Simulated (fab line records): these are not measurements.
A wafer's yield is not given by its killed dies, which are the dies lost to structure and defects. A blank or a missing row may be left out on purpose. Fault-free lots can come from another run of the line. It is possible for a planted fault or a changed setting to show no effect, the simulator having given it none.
Which tool did it? -- flow nand_harc -- 33 wafers from 11 lots sampled at 6 of the route's 1159 steps

== WHAT EACH GAUGE READ, for each wafer ==
NHARC_P_ZERO_WELL_CD_MEAS_52: target cd 2000 nm.
lot,measured,on,cd_nm (nm)
L602,day 2 05:52,cd_sem-01,1999.9 1999.6 1997.7
L604,day 2 18:49,cd_sem-03,1999.6 2000.7 2002.2
L605,day 2 23:59,cd_sem-03,2001.0 2000.7 2002.7
L606,day 3 05:46,cd_sem-03,1999.6 2000.7 2000.0
L607,day 3 13:52,cd_sem-01,1568.5 1568.1 1568.7
L608,day 3 17:47,cd_sem-01,2000.0 1999.7 1998.5
L617,day 5 23:50,cd_sem-02,2001.3 2001.0 2002.6
L618,day 6 05:46,cd_sem-02,2000.2 2000.7 1999.2
L619,day 6 11:55,cd_sem-02,2002.4 2001.3 2000.2
L620,day 6 17:31,cd_sem-01,2000.6 2001.3 2001.0
L621,day 6 23:54,cd_sem-02,2000.4 2001.7 2000.0

NHARC_P_GATE_INSPECT_28.
lot,measured,on,raw_defect_count
L602,day 5 01:45,defect_inspect-02,9 6 8
L604,day 5 15:56,defect_inspect-01,8 7 7
L605,day 5 23:05,defect_inspect-01,7 6 3
L606,day 6 10:09,defect_inspect-01,7 5 0
L608,day 6 11:47,defect_inspect-02,6 2 5
L617,day 9 00:13,defect_inspect-01,5 7 2
L618,day 9 05:49,defect_inspect-02,1 4 4
L619,day 9 15:46,defect_inspect-01,2 5 9
L620,day 9 15:16,defect_inspect-01,7 2 7
L621,day 10 01:30,defect_inspect-01,7 2 4

NHARC_END_SORT_01.
lot,measured,on,killed_at_array,killed_at_other,killed_at_periphery,killed_dies,killed_open,killed_short
L607,day 25 11:08,prober-02,18 12 16,4 1 3,601 596 591,623 609 610,6 2 5,1 1 4

== TOOL THAT RAN EACH LOT (tool first, then ch and the chambers of the sampled wafers, then the start) ==
lot,NHARC_P_ZERO_WELL_EXPOSE_49,NHARC_P_GATE_DESCUM_31,NHARC_P_GATE_ETCH_114
L602,"krf_scanner-03 ch 0, day 2 05:43","rie_diel-04 ch 0,2,3, day 5 01:49","rie_diel-04 ch 1,2,3, no start"
L604,"krf_scanner-02 ch 0, day 2 18:40","rie_diel-13 ch 0,2,3, day 5 16:02","rie_diel-13 ch 1,2,3, no start"
L605,"krf_scanner-03 ch 0, day 2 23:50","rie_diel-11 ch 0,2,3, day 5 23:10","rie_diel-11 ch 1,2, no start"
L606,"krf_scanner-02 ch 0, day 3 05:37","rie_diel-04 ch 0,1,3, day 6 10:13","rie_diel-04 ch 1,2,3, no start"
L607,"krf_scanner-02 ch 0, day 3 13:43",-,-
L608,"krf_scanner-02 ch 0, day 3 17:38","rie_diel-04 ch 0,1,3, day 6 11:52","rie_diel-04 ch 0,1,3, no start"
L617,"krf_scanner-01 ch 0, day 5 23:41","rie_diel-13 ch 0,1,2, day 9 00:38","rie_diel-13 ch 1,2,3, no start"
L618,"krf_scanner-02 ch 0, day 6 05:37","rie_diel-13 ch 2,3, day 9 06:01","rie_diel-13 ch 2,3, no start"
L619,"krf_scanner-03 ch 0, day 6 11:45","rie_diel-04 ch 0,2, day 9 15:50","rie_diel-04 ch 0,2,3, no start"
L620,"krf_scanner-03 ch 0, day 6 17:22","rie_diel-04 ch 1,2, day 9 15:20","rie_diel-04 ch 1,2,3, no start"
L621,"krf_scanner-02 ch 0, day 6 23:44","rie_diel-04 ch 1,2,3, day 10 01:35","rie_diel-04 ch 0,2, no start"
- NHARC_P_ZERO_WELL_EXPOSE_49: exposes mask P HVPW, target cd 2000 nm.
- NHARC_P_GATE_DESCUM_31: chemistry O2, time 3 s.
- NHARC_P_GATE_ETCH_114: etches the open film in CF4/O2, target depth 30 nm, overetch 3 nm, time 16.5 s.

== AS READ BY THE TOOLS THEMSELVES (means over the sampled wafers that have a number; for cases with no such wafer, the mark the record gives instead) ==
NHARC_P_ZERO_WELL_EXPOSE_49.
lot,tool,focus_offset_nm (nm)
L602,krf_scanner-03,-0.2
L604,krf_scanner-02,-0.2
L605,krf_scanner-03,-0.5
L606,krf_scanner-02,-0.4
L607,krf_scanner-02,0.5
L608,krf_scanner-02,0.0
L617,krf_scanner-01,-0.3
L618,krf_scanner-02,-0.3
L619,krf_scanner-03,0.3
L620,krf_scanner-03,-0.2
L621,krf_scanner-02,-0.6

NHARC_P_GATE_DESCUM_31.
lot,tool,chamber_pressure_mTorr (mTorr),drypump_motor_current_A (A),oes_product_au (a.u.),rf_vpp_V (V),showerhead_plenum_p_Torr (Torr),throttle_valve_pct (%)
L602,rie_diel-04,60.05,5.4,0.997,56.8,1.88,11.313
L604,rie_diel-13,60.03,5.9,1.000,58.6,1.86,11.317
L605,rie_diel-11,60.04,5.7,1.003,57.6,1.86,11.310
L606,rie_diel-04,60.01,5.5,1.002,57.8,1.88,11.304
L608,rie_diel-04,60.00,5.5,0.991,57.0,1.88,11.316
L617,rie_diel-13,60.00,5.5,0.999,57.4,1.88,11.318
L618,rie_diel-13,60.03,6.2,0.994,58.0,1.78,11.303
L619,rie_diel-04,59.99,5.6,1.006,57.2,1.83,11.309
L620,rie_diel-04,60.03,5.7,1.003,57.9,1.90,11.310
L621,rie_diel-04,59.96,5.5,1.002,57.8,1.91,11.300

NHARC_P_GATE_ETCH_114.
lot,tool,cf4_flow_sccm (sccm),chamber_pressure_mTorr (mTorr),drypump_motor_current_A (A),oes_f_703_au (a.u.),oes_product_au (a.u.),rf_vpp_V (V),showerhead_plenum_p_Torr (Torr),throttle_valve_pct (%)
L602,rie_diel-04,79.93,29.987,5.5,0.998,0.994,197.6,1.34,13.397
L604,rie_diel-13,79.89,30.009,5.8,1.001,0.998,196.7,1.28,13.402
L605,rie_diel-11,80.21,29.990,5.7,1.002,1.011,198.0,1.35,13.384
L606,rie_diel-04,80.08,29.990,5.5,1.001,0.998,197.7,1.33,13.404
L608,rie_diel-04,80.34,29.995,5.4,1.002,0.996,197.6,1.31,13.403
L617,rie_diel-13,80.01,29.996,5.9,1.002,0.995,196.2,1.27,13.401
L618,rie_diel-13,80.18,30.013,6.0,1.000,0.991,196.1,1.25,13.407
L619,rie_diel-04,80.11,29.998,5.4,1.002,0.997,196.1,1.31,13.400
L620,rie_diel-04,80.16,29.974,5.5,0.999,0.997,198.1,1.33,13.393
L621,rie_diel-04,80.31,30.007,5.6,1.003,1.002,197.0,1.28,13.399

== THE ANSWER, worked out from the rows above alone ==
Rule: the lots themselves supply what counts as usual. The widest of any qualifying gaps counts: lots, ordered by their means at a reading, are off when they make up no more than a third of the lots, leave a main group of 4 or more, and stand apart from it by 3 or more times the standard deviation of that group's means. The tables above print the reading to a certain number of digits; a main group whose means all agree to those digits is not used. Also off: a lot with no number at a reading for which 4 or more lots have one. Where the step has rows for the other lots, those lots are counted as sound. After the gauges, taken in route order, come the tools' own readings; for these a lot's mean is taken, as printed above. The first step at which some lot is off is used, and at that step the reading that is off furthest; a lot without a number counts as furthest.
Off: L607, at NHARC_P_ZERO_WELL_CD_MEAS_52 (cd_nm). Mean 2000.5 nm and standard deviation 0.83 in the main group.
A tool fits if, at a process step before that reading, it ran every lot that is off, and no sound lot after the first of them. The gauges at NHARC_P_ZERO_WELL_CD_MEAS_52 are tried like those tools. None of those tried fits.

== WHAT WAS PUT IN BY THE SIMULATOR ==
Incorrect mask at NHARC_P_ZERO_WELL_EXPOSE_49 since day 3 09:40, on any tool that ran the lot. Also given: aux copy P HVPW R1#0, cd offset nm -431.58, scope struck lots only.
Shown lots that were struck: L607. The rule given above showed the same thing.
